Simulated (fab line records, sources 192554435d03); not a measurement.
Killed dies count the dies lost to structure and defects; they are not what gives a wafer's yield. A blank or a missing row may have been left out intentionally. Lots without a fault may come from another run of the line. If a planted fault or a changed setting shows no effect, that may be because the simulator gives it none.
Chamber matching / flow n5_finfet / cvd_co-02 running N5_BEOL_M5_PRE_CLEAN_77: 3 sister chambers
The step time 15 s. 6 wafers are shown with their chamber, then 11 later ones without.

## EACH WAFER AND ITS CHAMBER
wafer=L078.2; chamber=0; heater_power_w (W)=63
wafer=L078.5; chamber=0; heater_power_w (W)=63
wafer=L084.2; chamber=1; heater_power_w (W)=65
wafer=L084.5; chamber=1; heater_power_w (W)=66
wafer=L084.6; chamber=2; heater_power_w (W)=58
wafer=L087.2; chamber=2; heater_power_w (W)=59

## WAFERS WITH NO CHAMBER GIVEN
wafer=L087.4; heater_power_w (W)=61
wafer=L087.5; heater_power_w (W)=58
wafer=L090.3; heater_power_w (W)=59
wafer=L090.5; heater_power_w (W)=65
wafer=L090.6; heater_power_w (W)=60
wafer=L094.1; heater_power_w (W)=66
wafer=L094.4; heater_power_w (W)=58
wafer=L094.5; heater_power_w (W)=62
wafer=L095.2; heater_power_w (W)=62
wafer=L095.4; heater_power_w (W)=63
wafer=L095.6; heater_power_w (W)=64

## WHICH CHAMBER EACH WENT THROUGH
wafer=L087.4; from the rows above=can't be placed: 0 or 2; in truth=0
wafer=L087.5; from the rows above=2; in truth=2
wafer=L090.3; from the rows above=2; in truth=2
wafer=L090.5; from the rows above=1; in truth=1
wafer=L090.6; from the rows above=2; in truth=2
wafer=L094.1; from the rows above=1; in truth=1
wafer=L094.4; from the rows above=2; in truth=2
wafer=L094.5; from the rows above=0; in truth=0
wafer=L095.2; from the rows above=0; in truth=0
wafer=L095.4; from the rows above=0; in truth=0
wafer=L095.6; from the rows above=can't be placed: 0 or 1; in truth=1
Placed correctly: 9 of 11. Cannot be placed on the basis of these rows: 2; the candidates contain the true chamber in 2. Placed wrongly: 0.
How it was worked out, from the rows above alone: a wafer's distance from a chamber is the root of the sum, over the readings, of the square of ((its reading less the chamber's mean) divided by the reading's scatter). If the next closest chamber is less than 2 further off than the closest, the wafer can't be placed; otherwise it belongs to the closest. The mean given for a chamber averages the wafers shown for that chamber. The scatter: take each reading less its chamber's mean, square it, sum over the shown wafers, divide by the number of wafers less the number of chambers, and take the root.
